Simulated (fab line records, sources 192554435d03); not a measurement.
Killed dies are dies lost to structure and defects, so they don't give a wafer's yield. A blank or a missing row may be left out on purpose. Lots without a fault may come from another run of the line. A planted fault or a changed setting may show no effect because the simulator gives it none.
Which tool did it? | flow n5_finfet | 9 lots, 27 wafers sampled, at 3 steps of a route of 1938

WHAT THE GAUGES READ, wafer by wafer
N5_FIN_SAQP_INSPECT_18: inspects for defects (brightfield).
lot  | measured    | on                | raw_defect_count
L780 | day 2 09:49 | defect_inspect-02 | 251 327 390
L782 | day 2 21:46 | defect_inspect-02 | 505 427 499
L786 | day 4 00:01 | defect_inspect-01 | 389 360 575
L789 | day 4 18:50 | defect_inspect-01 | 498 400 422
L790 | day 5 00:45 | defect_inspect-01 | 1580 1605 1389
L792 | day 5 14:08 | defect_inspect-01 | 1273 1186 1276
L794 | day 5 23:33 | defect_inspect-01 | 312 452 324
L797 | day 6 18:04 | defect_inspect-02 | 340 527 461
L800 | day 7 09:20 | defect_inspect-01 | 431 396 354

WHICH TOOL RAN EACH LOT (tool, then ch and the chambers of the sampled wafers, then the start)
lot  | N5_PMOS_HMC_CHANNEL_EPI_ETCH_32   | N5_FIN_SAQP_ALD_61
L780 | rie_diel-02 ch 0,1,2, day 2 05:13 | ald_sin-03 ch 0,1,3, day 2 08:26
L782 | rie_diel-02 ch 0,1,2, day 2 17:15 | ald_sin-03 ch 1,2, day 2 20:29
L786 | rie_diel-02 ch 0,1,2, day 3 19:22 | ald_sin-02 ch 0,1,3, day 3 22:44
L789 | rie_diel-06 ch 0,3, day 4 12:40   | ald_sin-03 ch 0,2,3, day 4 17:33
L790 | rie_diel-06 ch 0,1,2, day 4 17:55 | ald_sin-03 ch 0,2,3, day 4 23:23
L792 | rie_diel-06 ch 0,1,3, day 5 06:50 | ald_sin-03 ch 0,1,2, day 5 12:41
L794 | rie_diel-02 ch 2,3, day 5 17:38   | ald_sin-02 ch 0,2, day 5 22:12
L797 | rie_diel-06 ch 0,1,3, day 6 11:28 | ald_sin-04 ch 1,2, day 6 16:49
L800 | rie_diel-02 ch 1,3, day 7 05:14   | ald_sin-04 ch 0,2, day 7 08:05
- N5_PMOS_HMC_CHANNEL_EPI_ETCH_32: etches BARC in N2/H2, stops on SiO2, target depth 85.8 nm, time 50.3 s.
- N5_FIN_SAQP_ALD_61: deposits SiO2, target thk 4 nm, pulse time 1 s, purge time 2 s.

THE ANSWER, worked out from the rows above alone
Rule: what is usual is taken from the lots themselves. Put in order of their means at a reading, lots are off if they are a third of the lots or fewer, leave a main group of 4 or more, and stand apart from it by a gap of 3 or more times the standard deviation of the main group's means; of several such gaps the widest counts. A main group whose means are all the same, to the digits that the tables above print for the reading, isn't used. A lot without any number at a reading at which 4 lots or more have one is off too. The other lots that the step has rows for count as sound.
Off: L790, L792, at N5_FIN_SAQP_INSPECT_18 (raw_defect_count). The main group: mean 411, standard deviation 50.
A tool fits if, at a process step before that reading, it ran every lot that is off, and no sound lot after the first of them. The gauges at N5_FIN_SAQP_INSPECT_18 are tried like those tools. One fits: ald_sin-03 at N5_FIN_SAQP_ALD_61. Its last sound lot is L789 (day 4 17:33), its first lot that is off L790 (day 4 23:23): a fault that began between those two fits.

WHAT THE SIMULATOR HAD PUT IN
Chamber particle source: ald_sin-03, from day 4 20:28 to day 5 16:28, at N5_FIN_SAQP_ALD_61. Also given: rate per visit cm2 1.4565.
Lots struck among those shown: L790, L792. The rule above found the same.
